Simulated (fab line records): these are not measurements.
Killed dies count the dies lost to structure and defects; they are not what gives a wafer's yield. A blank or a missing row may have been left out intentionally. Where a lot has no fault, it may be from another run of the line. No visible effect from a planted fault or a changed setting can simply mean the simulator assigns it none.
Chamber matching || flow n5-finfet || N5_FIN_SAQP_SPACER2_ETCHBACK_29 on rie-diel-03 has 4 sister chambers
The step etches SiO2 in CHF3/O2, target depth 12.2 nm, time 6.1 s. 16 wafers are shown with their chamber, then 8 later ones without.

WAFERS WITH THEIR CHAMBER
{"wafer": "L075.2", "chamber": 1, "rf-vpp-V (V)": 543, "drypump-motor-current-A (A)": 6.2, "showerhead-plenum-p-Torr (Torr)": 2.48}
{"wafer": "L075.4", "chamber": 2, "rf-vpp-V (V)": 520, "drypump-motor-current-A (A)": 5.6, "showerhead-plenum-p-Torr (Torr)": 2.48}
{"wafer": "L075.6", "chamber": 1, "rf-vpp-V (V)": 542, "drypump-motor-current-A (A)": 6.2, "showerhead-plenum-p-Torr (Torr)": 2.48}
{"wafer": "L080.2", "chamber": 0, "rf-vpp-V (V)": 535, "drypump-motor-current-A (A)": 5.4, "showerhead-plenum-p-Torr (Torr)": 2.54}
{"wafer": "L080.5", "chamber": 3, "rf-vpp-V (V)": 519, "drypump-motor-current-A (A)": 6.0, "showerhead-plenum-p-Torr (Torr)": 2.43}
{"wafer": "L080.6", "chamber": 2, "rf-vpp-V (V)": 521, "drypump-motor-current-A (A)": 5.6, "showerhead-plenum-p-Torr (Torr)": 2.47}
{"wafer": "L084.2", "chamber": 3, "rf-vpp-V (V)": 520, "drypump-motor-current-A (A)": 6.0, "showerhead-plenum-p-Torr (Torr)": 2.42}
{"wafer": "L084.4", "chamber": 0, "rf-vpp-V (V)": 535, "drypump-motor-current-A (A)": 5.5, "showerhead-plenum-p-Torr (Torr)": 2.54}
{"wafer": "L084.6", "chamber": 1, "rf-vpp-V (V)": 543, "drypump-motor-current-A (A)": 6.1, "showerhead-plenum-p-Torr (Torr)": 2.48}
{"wafer": "L086.3", "chamber": 1, "rf-vpp-V (V)": 543, "drypump-motor-current-A (A)": 6.1, "showerhead-plenum-p-Torr (Torr)": 2.47}
{"wafer": "L086.4", "chamber": 0, "rf-vpp-V (V)": 533, "drypump-motor-current-A (A)": 5.4, "showerhead-plenum-p-Torr (Torr)": 2.54}
{"wafer": "L086.5", "chamber": 0, "rf-vpp-V (V)": 535, "drypump-motor-current-A (A)": 5.4, "showerhead-plenum-p-Torr (Torr)": 2.54}
{"wafer": "L088.2", "chamber": 1, "rf-vpp-V (V)": 543, "drypump-motor-current-A (A)": 6.2, "showerhead-plenum-p-Torr (Torr)": 2.47}
{"wafer": "L088.4", "chamber": 0, "rf-vpp-V (V)": 532, "drypump-motor-current-A (A)": 5.5, "showerhead-plenum-p-Torr (Torr)": 2.53}
{"wafer": "L088.5", "chamber": 3, "rf-vpp-V (V)": 520, "drypump-motor-current-A (A)": 6.0, "showerhead-plenum-p-Torr (Torr)": 2.42}
{"wafer": "L089.2", "chamber": 2, "rf-vpp-V (V)": 519, "drypump-motor-current-A (A)": 5.6, "showerhead-plenum-p-Torr (Torr)": 2.47}

SIGNATURES, as means of the wafers listed above
{"reading": "rf-vpp-V", "chamber 0": 534.00, "chamber 1": 542.80, "chamber 2": 520.00, "chamber 3": 519.67, "scatter within a chamber": 0.978}
{"reading": "drypump-motor-current-A", "chamber 0": 5.440, "chamber 1": 6.160, "chamber 2": 5.600, "chamber 3": 6.000, "scatter within a chamber": 0.0447}
{"reading": "showerhead-plenum-p-Torr", "chamber 0": 2.5380, "chamber 1": 2.4760, "chamber 2": 2.4733, "chamber 3": 2.4233, "scatter within a chamber": 0.00527}
Rule: for each reading, subtract the chamber's mean from the wafer's reading, divide by that reading's scatter and square the result; add these up over the readings and take the root, which gives the wafer's distance from the chamber. The wafer belongs to the nearest chamber; if the next one is less than 2 further off, it can't be placed. How the scatter is found: for the shown wafers, subtract from each reading the mean of its chamber, square and add these, divide the total by (wafers less chambers), then take the root.

WAFERS MISSING THEIR CHAMBER
{"wafer": "L089.3", "rf-vpp-V (V)": 519, "drypump-motor-current-A (A)": 6.0, "showerhead-plenum-p-Torr (Torr)": 2.42}
{"wafer": "L089.5", "rf-vpp-V (V)": 534, "drypump-motor-current-A (A)": 5.5, "showerhead-plenum-p-Torr (Torr)": 2.53}
{"wafer": "L092.1", "rf-vpp-V (V)": 520, "drypump-motor-current-A (A)": 6.0, "showerhead-plenum-p-Torr (Torr)": 2.42}
{"wafer": "L092.2", "rf-vpp-V (V)": 519, "drypump-motor-current-A (A)": 5.6, "showerhead-plenum-p-Torr (Torr)": 2.47}
{"wafer": "L092.3", "rf-vpp-V (V)": 543, "drypump-motor-current-A (A)": 6.1, "showerhead-plenum-p-Torr (Torr)": 2.47}
{"wafer": "L093.2", "rf-vpp-V (V)": 533, "drypump-motor-current-A (A)": 5.5, "showerhead-plenum-p-Torr (Torr)": 2.53}
{"wafer": "L093.3", "rf-vpp-V (V)": 520, "drypump-motor-current-A (A)": 5.6, "showerhead-plenum-p-Torr (Torr)": 2.47}
{"wafer": "L093.4", "rf-vpp-V (V)": 543, "drypump-motor-current-A (A)": 6.1, "showerhead-plenum-p-Torr (Torr)": 2.47}

CHAMBER TAKEN BY EACH
{"wafer": "L089.3", "from the rows above": 3, "in truth": 3}
{"wafer": "L089.5", "from the rows above": 0, "in truth": 0}
{"wafer": "L092.1", "from the rows above": 3, "in truth": 3}
{"wafer": "L092.2", "from the rows above": 2, "in truth": 2}
{"wafer": "L092.3", "from the rows above": 1, "in truth": 1}
{"wafer": "L093.2", "from the rows above": 0, "in truth": 0}
{"wafer": "L093.3", "from the rows above": 2, "in truth": 2}
{"wafer": "L093.4", "from the rows above": 1, "in truth": 1}
Correct placement for 8 of the 8. Not placeable from these rows: 0. Wrongly placed: 0.
